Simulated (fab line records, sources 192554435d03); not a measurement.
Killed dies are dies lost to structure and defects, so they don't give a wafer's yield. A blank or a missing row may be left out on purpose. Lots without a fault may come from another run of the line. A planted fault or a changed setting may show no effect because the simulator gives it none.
Chamber matching | flow n5_finfet | N5_BEOL_M2_STRIP_36 on rie_diel-01: 4 sister chambers
The step strips in N2/H2. 4 wafers are shown with their chamber, then 10 later ones without.

WAFERS WITH THEIR CHAMBER
wafer  | chamber | drypump_motor_current_A (A)
L090.4 | 0       | 5.5
L090.6 | 3       | 5.0
L092.4 | 2       | 5.9
L092.5 | 1       | 5.2

WAFERS WITHOUT THEIR CHAMBER
wafer  | drypump_motor_current_A (A)
L092.6 | 5.0
L094.1 | 5.5
L094.2 | 4.9
L094.3 | 5.3
L096.1 | 4.9
L096.5 | 5.9
L096.6 | 5.2
L097.1 | 5.4
L097.3 | 5.9
L097.5 | 5.0

WHICH CHAMBER EACH WENT THROUGH
wafer  | from the rows above     | in truth
L092.6 | 3                       | 3
L094.1 | 0                       | 0
L094.2 | 3                       | 3
L094.3 | can't be placed: 1 or 0 | 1
L096.1 | 3                       | 3
L096.5 | 2                       | 2
L096.6 | 1                       | 1
L097.1 | can't be placed: 0 or 1 | 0
L097.3 | 2                       | 2
L097.5 | 3                       | 3
Placed correctly: 8 of 10. Can't be placed from these rows: 2 (the true chamber is among the candidates in 2). Placed wrongly: 0.
How it was worked out, from the rows above alone: a wafer's distance from a chamber is the root of the sum, over the readings, of the square of ((its reading less the chamber's mean) divided by the reading's scatter). The wafer belongs to the nearest chamber; if the next one is less than 2 further off, it can't be placed. A chamber's mean is the mean of its shown wafers. The scatter: with one shown wafer a chamber, the root of the mean of the squares of how far each hidden wafer lies from its nearest shown one.
